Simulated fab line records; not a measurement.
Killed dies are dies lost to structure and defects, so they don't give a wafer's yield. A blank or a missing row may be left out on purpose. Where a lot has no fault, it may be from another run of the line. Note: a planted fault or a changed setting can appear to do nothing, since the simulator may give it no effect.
Chamber matching || flow nand_harc || NHARC_P_GATE_DESCUM_48 on rie_diel-02: 4 sister chambers
The step chemistry O2, time 3 s. 18 wafers are shown with their chamber, then 9 later ones without.

## WAFERS WITH THEIR CHAMBER
{"wafer": "L076.2", "chamber": 1, "oes_product_au (a.u.)": 0.983, "rf_vpp_V (V)": 58.0, "throttle_valve_pct (%)": 11.297}
{"wafer": "L076.5", "chamber": 3, "oes_product_au (a.u.)": 1.003, "rf_vpp_V (V)": 56.9, "throttle_valve_pct (%)": 11.302}
{"wafer": "L076.6", "chamber": 0, "oes_product_au (a.u.)": 1.004, "rf_vpp_V (V)": 57.8, "throttle_valve_pct (%)": 11.304}
{"wafer": "L078.3", "chamber": 3, "oes_product_au (a.u.)": 1.004, "rf_vpp_V (V)": 56.6, "throttle_valve_pct (%)": 11.322}
{"wafer": "L078.5", "chamber": 0, "oes_product_au (a.u.)": 0.994, "rf_vpp_V (V)": 57.4, "throttle_valve_pct (%)": 11.314}
{"wafer": "L078.6", "chamber": 1, "oes_product_au (a.u.)": 0.996, "rf_vpp_V (V)": 58.3, "throttle_valve_pct (%)": 11.302}
{"wafer": "L079.4", "chamber": 2, "oes_product_au (a.u.)": 0.993, "rf_vpp_V (V)": 57.7, "throttle_valve_pct (%)": 11.287}
{"wafer": "L079.5", "chamber": 3, "oes_product_au (a.u.)": 1.008, "rf_vpp_V (V)": 59.3, "throttle_valve_pct (%)": 11.314}
{"wafer": "L079.6", "chamber": 0, "oes_product_au (a.u.)": 1.000, "rf_vpp_V (V)": 57.8, "throttle_valve_pct (%)": 11.307}
{"wafer": "L082.1", "chamber": 2, "oes_product_au (a.u.)": 1.006, "rf_vpp_V (V)": 58.2, "throttle_valve_pct (%)": 11.317}
{"wafer": "L082.2", "chamber": 0, "oes_product_au (a.u.)": 1.012, "rf_vpp_V (V)": 58.9, "throttle_valve_pct (%)": 11.307}
{"wafer": "L082.3", "chamber": 1, "oes_product_au (a.u.)": 0.994, "rf_vpp_V (V)": 58.0, "throttle_valve_pct (%)": 11.311}
{"wafer": "L083.1", "chamber": 3, "oes_product_au (a.u.)": 0.999, "rf_vpp_V (V)": 58.2, "throttle_valve_pct (%)": 11.305}
{"wafer": "L083.3", "chamber": 2, "oes_product_au (a.u.)": 0.996, "rf_vpp_V (V)": 57.3, "throttle_valve_pct (%)": 11.311}
{"wafer": "L083.6", "chamber": 3, "oes_product_au (a.u.)": 1.002, "rf_vpp_V (V)": 59.1, "throttle_valve_pct (%)": 11.296}
{"wafer": "L088.4", "chamber": 1, "oes_product_au (a.u.)": 1.010, "rf_vpp_V (V)": 57.0, "throttle_valve_pct (%)": 11.318}
{"wafer": "L088.5", "chamber": 1, "oes_product_au (a.u.)": 1.011, "rf_vpp_V (V)": 57.8, "throttle_valve_pct (%)": 11.306}
{"wafer": "L088.6", "chamber": 0, "oes_product_au (a.u.)": 1.001, "rf_vpp_V (V)": 56.9, "throttle_valve_pct (%)": 11.305}

SIGNATURES, as means of the wafers listed above
{"reading": "oes_product_au", "chamber 0": 1.00220, "chamber 1": 0.99880, "chamber 2": 0.99833, "chamber 3": 1.00320, "scatter within a chamber": 0.00785}
{"reading": "rf_vpp_V", "chamber 0": 57.760, "chamber 1": 57.820, "chamber 2": 57.733, "chamber 3": 58.020, "scatter within a chamber": 0.83}
{"reading": "throttle_valve_pct", "chamber 0": 11.30740, "chamber 1": 11.30680, "chamber 2": 11.30500, "chamber 3": 11.30780, "scatter within a chamber": 0.00944}
Rule: for each reading, subtract the chamber's mean from the wafer's reading, divide by that reading's scatter and square the result; add these up over the readings and take the root, which gives the wafer's distance from the chamber. If the next closest chamber is less than 2 further off than the closest, the wafer can't be placed; otherwise it belongs to the closest. The scatter: the root of (the sum of the squares of (reading less its chamber's mean) over the shown wafers, divided by (wafers less chambers)).

## WAFERS WHOSE CHAMBER IS MISSING
{"wafer": "L090.3", "oes_product_au (a.u.)": 0.997, "rf_vpp_V (V)": 56.5, "throttle_valve_pct (%)": 11.309}
{"wafer": "L090.4", "oes_product_au (a.u.)": 1.013, "rf_vpp_V (V)": 57.8, "throttle_valve_pct (%)": 11.298}
{"wafer": "L090.5", "oes_product_au (a.u.)": 1.000, "rf_vpp_V (V)": 57.2, "throttle_valve_pct (%)": 11.304}
{"wafer": "L092.1", "oes_product_au (a.u.)": 1.009, "rf_vpp_V (V)": 56.6, "throttle_valve_pct (%)": 11.307}
{"wafer": "L092.2", "oes_product_au (a.u.)": 1.013, "rf_vpp_V (V)": 58.0, "throttle_valve_pct (%)": 11.314}
{"wafer": "L092.3", "oes_product_au (a.u.)": 1.007, "rf_vpp_V (V)": 57.3, "throttle_valve_pct (%)": 11.315}
{"wafer": "L095.2", "oes_product_au (a.u.)": 1.022, "rf_vpp_V (V)": 56.5, "throttle_valve_pct (%)": 11.317}
{"wafer": "L095.4", "oes_product_au (a.u.)": 1.007, "rf_vpp_V (V)": 57.1, "throttle_valve_pct (%)": 11.316}
{"wafer": "L095.6", "oes_product_au (a.u.)": 1.004, "rf_vpp_V (V)": 58.2, "throttle_valve_pct (%)": 11.317}

## WHICH CHAMBER EACH WENT THROUGH
{"wafer": "L090.3", "from the rows above": "can't be placed: 2 or 1 or 0 or 3", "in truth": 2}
{"wafer": "L090.4", "from the rows above": "can't be placed: 3 or 0 or 2 or 1", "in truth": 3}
{"wafer": "L090.5", "from the rows above": "can't be placed: 2 or 0 or 1 or 3", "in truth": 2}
{"wafer": "L092.1", "from the rows above": "can't be placed: 0 or 3 or 2 or 1", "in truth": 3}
{"wafer": "L092.2", "from the rows above": "can't be placed: 3 or 0 or 1 or 2", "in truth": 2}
{"wafer": "L092.3", "from the rows above": "can't be placed: 0 or 3 or 1 or 2", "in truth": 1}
{"wafer": "L095.2", "from the rows above": "can't be placed: 0 or 3 or 1 or 2", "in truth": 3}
{"wafer": "L095.4", "from the rows above": "can't be placed: 0 or 3 or 1 or 2", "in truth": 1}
{"wafer": "L095.6", "from the rows above": "can't be placed: 3 or 0 or 1 or 2", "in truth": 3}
Correct placement for 0 of the 9. These rows do not allow placing 9 (true chamber among the candidates in 9). Wrongly placed: 0.
